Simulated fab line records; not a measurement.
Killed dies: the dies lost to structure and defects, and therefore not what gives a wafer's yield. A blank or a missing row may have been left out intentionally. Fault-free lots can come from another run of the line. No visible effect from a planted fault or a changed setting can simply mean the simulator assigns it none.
Which tool is to blame? ; flow n5Finfet ; 24 lots, 72 wafers sampled, at 4 steps of a route of 1938

WHAT THE GAUGES SHOWED, per wafer
N5_BEOL_M14_INSPECT_12: inspects for defects (macro). Usual: 2.0 for rawDefectCount, sd 1.3.
lot;measured;on;rawDefectCount;flag
L074;day 12 01:16;defectInspect-02;3 2 2;
L075;day 12 03:47;defectInspect-02;1 3 3;
L078;day 14 05:56;defectInspect-01;0 2 3;
L077;day 14 10:17;defectInspect-01;4 3 1;
L080;day 15 09:25;defectInspect-02;0 3 2;
L079;day 15 09:38;defectInspect-02;2 0 0;
L081;day 15 22:20;defectInspect-01;1 0 3;
L082;day 16 02:15;defectInspect-02;2 3 2;
L083;day 16 09:23;defectInspect-02;4 2 2;
L085;day 16 18:37;defectInspect-02;2 3 4;
L084;day 16 21:03;defectInspect-02;2 1 0;
L087;day 16 23:23;defectInspect-02;3 1 2;
L086;day 16 23:43;defectInspect-02;2 3 0;
L089;day 17 03:13;defectInspect-02;1 2 1;
L076;day 17 04:27;defectInspect-02;3 2 2;
L090;day 17 12:20;defectInspect-02;0 5 3;
L091;day 18 06:42;defectInspect-02;2 2 5;
L088;day 18 09:29;defectInspect-02;2 3 4;
L092;day 18 12:24;defectInspect-01;4 3 2;
L095;day 18 12:59;defectInspect-02;2 2 2;
L093;day 18 19:34;defectInspect-01;3 4 1;
L096;day 18 22:16;defectInspect-02;2 1 1;
L094;day 18 22:49;defectInspect-01;2 1 2;
L097;day 19 03:34;defectInspect-02;0 0 3;

TOOL THAT RAN EACH LOT (tool first, then ch and the chambers of the sampled wafers, then the start)
lot;N5_BEOL_M12_PRE_CLEAN_42;N5_BEOL_M13_ETCH_67;N5_BEOL_M13_PRE_CLEAN_42
L074;pvdSputter-02, day 11 19:29;rieDiel-04 ch 0,2, day 11 22:19;pvdSputter-02, day 11 23:15
L075;pvdSputter-02, day 11 22:11;rieDiel-06 ch 0,1,3, day 12 00:57;pvdSputter-02, day 12 01:59
L078;pvdSputter-03, day 13 22:29;rieDiel-06 ch 0,3, day 14 01:43;pvdSputter-02, day 14 03:49
L077;pvdSputter-01, day 14 03:37;rieDiel-06 ch 0,2,3, day 14 06:31;pvdSputter-03, day 14 07:58
L080;pvdSputter-02, day 14 21:18;rieDiel-06 ch 0,3, day 15 03:08;pvdSputter-03, day 15 07:29
L079;pvdSputter-01, day 14 21:27;rieDiel-06 ch 0,1,3, day 15 03:49;pvdSputter-03, day 15 07:48
L081;pvdSputter-02, day 15 07:36;rieDiel-06 ch 0,2,3, day 15 17:19;pvdSputter-03, day 15 20:17
L082;pvdSputter-03, day 15 18:25;rieDiel-04 ch 1,2,3, day 15 21:19;pvdSputter-02, day 16 00:19
L083;pvdSputter-01, day 16 02:05;rieDiel-06 ch 0,2, day 16 05:29;pvdSputter-03, day 16 06:39
L085;pvdSputter-02, day 16 09:46;rieDiel-04 ch 0,2,3, day 16 12:57;pvdSputter-03, day 16 16:05
L084;pvdSputter-02, day 16 15:14;rieDiel-02 ch 0,2, day 16 18:16;pvdSputter-02, day 16 19:14
L087;pvdSputter-02, day 16 15:36;rieDiel-02 ch 0,2, day 16 18:49;pvdSputter-03, day 16 21:20
L086;pvdSputter-03, day 16 15:37;rieDiel-06 ch 2,3, day 16 19:08;pvdSputter-02, day 16 21:25
L089;pvdSputter-03, day 16 20:46;rieDiel-06 ch 0,3, day 17 00:07;pvdSputter-03, day 17 01:14
L076;pvdSputter-01, day 16 21:46;rieDiel-02 ch 0,1, day 17 01:29;pvdSputter-02, day 17 02:32
L090;pvdSputter-01, day 17 05:28;rieDiel-06 ch 0,1,3, day 17 08:56;pvdSputter-03, day 17 10:29
L091;pvdSputter-02, day 17 23:52;rieDiel-06 ch 0,2, day 18 03:22;pvdSputter-01, day 18 04:46
L088;pvdSputter-03, day 18 03:02;rieDiel-06 ch 0,3, day 18 05:58;pvdSputter-03, day 18 07:33
L092;pvdSputter-02, day 18 03:05;rieDiel-02 ch 0,1,3, day 18 06:38;pvdSputter-02, day 18 10:25
L095;pvdSputter-03, day 18 06:29;rieDiel-04 ch 0,1,3, day 18 09:23;pvdSputter-03, day 18 10:55
L093;pvdSputter-03, day 18 10:35;rieDiel-04 ch 0,1,2, day 18 13:31;pvdSputter-01, day 18 17:44
L096;pvdSputter-03, day 18 13:53;rieDiel-04 ch 0,1, day 18 16:59;pvdSputter-01, day 18 20:13
L094;pvdSputter-02, day 18 14:02;rieDiel-06 ch 0,1, day 18 17:27;pvdSputter-02, day 18 20:33
L097;pvdSputter-02, day 18 16:23;rieDiel-04 ch 0,1,2, day 18 20:16;pvdSputter-03, day 19 01:43
- N5_BEOL_M12_PRE_CLEAN_42: time 30 s.
- N5_BEOL_M13_ETCH_67: etches SiARC in CF4, target depth 143 nm, time 238.3 s.
- N5_BEOL_M13_PRE_CLEAN_42: time 30 s.

AS READ BY THE TOOLS THEMSELVES (means over the sampled wafers that have a number; for cases with no such wafer, the mark the record gives instead)
N5_BEOL_M12_PRE_CLEAN_42. Usual: 322 W for heaterPowerW, sd 24.
lot;tool;heaterPowerW (W);flag
L074;pvdSputter-02;309;
L075;pvdSputter-02;310;
L078;pvdSputter-03;333;
L077;pvdSputter-01;335;
L080;pvdSputter-02;320;
L079;pvdSputter-01;309;
L081;pvdSputter-02;319;
L082;pvdSputter-03;309;
L083;pvdSputter-01;330;
L085;pvdSputter-02;325;
L084;pvdSputter-02;324;
L087;pvdSputter-02;311;
L086;pvdSputter-03;317;
L089;pvdSputter-03;326;
L076;pvdSputter-01;350;
L090;pvdSputter-01;333;
L091;pvdSputter-02;316;
L088;pvdSputter-03;351;
L092;pvdSputter-02;323;
L095;pvdSputter-03;334;
L093;pvdSputter-03;319;
L096;pvdSputter-03;313;
L094;pvdSputter-02;311;
L097;pvdSputter-02;312;

N5_BEOL_M13_ETCH_67. Usual: value, then standard deviation, for each; cf4FlowSccm 100.1 sccm / 0.32; drypumpMotorCurrentA 5.5 A / 0.38; etchRfOnTimeS 238 s / 9.1; oesProductAu 0.70 a.u. / 0.094; rfVppV 183.8 V / 1.2; showerheadPlenumPTorr 2.12 Torr / 0.083; throttleValvePct 15.51 % / 0.27.
lot;tool;cf4FlowSccm (sccm);drypumpMotorCurrentA (A);etchRfOnTimeS (s);oesProductAu (a.u.);rfVppV (V);showerheadPlenumPTorr (Torr);throttleValvePct (%);flag
L074;rieDiel-04;99.7;5.4;245;0.66;184.4;2.18;15.58;
L075;rieDiel-06;100.4;5.4;237;0.65;183.5;2.06;15.63;
L078;rieDiel-06;100.1;5.1;245;0.66;182.7;2.07;15.54;
L077;rieDiel-06;100.2;5.2;238;0.63;183.3;2.10;15.69;
L080;rieDiel-06;100.2;5.1;244;0.65;183.0;2.06;15.55;
L079;rieDiel-06;99.9;5.3;240;0.63;182.2;2.05;15.68;
L081;rieDiel-06;99.8;5.2;238;0.71;183.6;2.10;15.56;
L082;rieDiel-04;100.2;5.7;235;0.73;184.6;2.19;15.49;
L083;rieDiel-06;100.1;5.0;243;0.73;184.0;2.11;15.33;
L085;rieDiel-04;99.6;5.5;238;0.71;183.2;2.12;15.50;
L084;rieDiel-02;100.1;5.4;244;0.77;184.0;2.15;15.34;
L087;rieDiel-02;100.2;5.5;242;0.79;183.1;2.12;15.25;
L086;rieDiel-06;100.2;5.3;232;0.75;183.9;2.14;15.55;
L089;rieDiel-06;100.2;5.2;244;0.61;182.7;2.04;15.81;
L076;rieDiel-02;100.4;5.6;244;0.69;184.0;2.12;15.45;
L090;rieDiel-06;100.4;5.3;235;0.70;184.3;2.13;15.55;
L091;rieDiel-06;99.7;5.0;245;0.70;183.4;2.11;15.36;
L088;rieDiel-06;99.9;5.1;249;0.63;183.3;2.06;15.62;
L092;rieDiel-02;100.1;5.7;241;0.71;183.6;2.10;15.46;
L095;rieDiel-04;99.9;5.9;232;0.75;184.4;2.14;15.39;
L093;rieDiel-04;100.1;5.7;237;0.68;183.6;2.18;15.56;
L096;rieDiel-04;100.1;6.1;233;0.72;185.1;2.21;15.42;
L094;rieDiel-06;100.2;5.1;240;0.71;184.0;2.14;15.33;
L097;rieDiel-04;100.1;5.8;239;0.67;184.7;2.18;15.57;

N5_BEOL_M13_PRE_CLEAN_42. Usual: 323 W for heaterPowerW, sd 27.
lot;tool;heaterPowerW (W);flag
L074;pvdSputter-02;323;
L075;pvdSputter-02;299;
L078;pvdSputter-02;321;
L077;pvdSputter-03;334;
L080;pvdSputter-03;324;
L079;pvdSputter-03;344;
L081;pvdSputter-03;339;
L082;pvdSputter-02;309;
L083;pvdSputter-03;324;
L085;pvdSputter-03;349;
L084;pvdSputter-02;308;
L087;pvdSputter-03;312;
L086;pvdSputter-02;302;
L089;pvdSputter-03;363;
L076;pvdSputter-02;311;
L090;pvdSputter-03;340;
L091;pvdSputter-01;335;
L088;pvdSputter-03;297;
L092;pvdSputter-02;317;
L095;pvdSputter-03;337;
L093;pvdSputter-01;326;
L096;pvdSputter-01;343;
L094;pvdSputter-02;320;
L097;pvdSputter-03;322;

THE ANSWER, worked out from the rows above alone
Rule: take the mean of a lot's wafers that have a number; if it is more than 3 standard deviations from the usual mean, the lot is off. A lot without any number at a reading at which 4 lots or more have one is off too. All remaining lots with rows at the step are treated as sound. First the gauges in route order, then the tools' own readings, where a lot's mean is used as printed above. At the first step where some lot is off, the reading lying furthest off is the one used; lots without a number count as furthest.
No lot is off at any reading shown: from this, nothing can be told.

WHAT THE SIMULATOR HAD INSERTED
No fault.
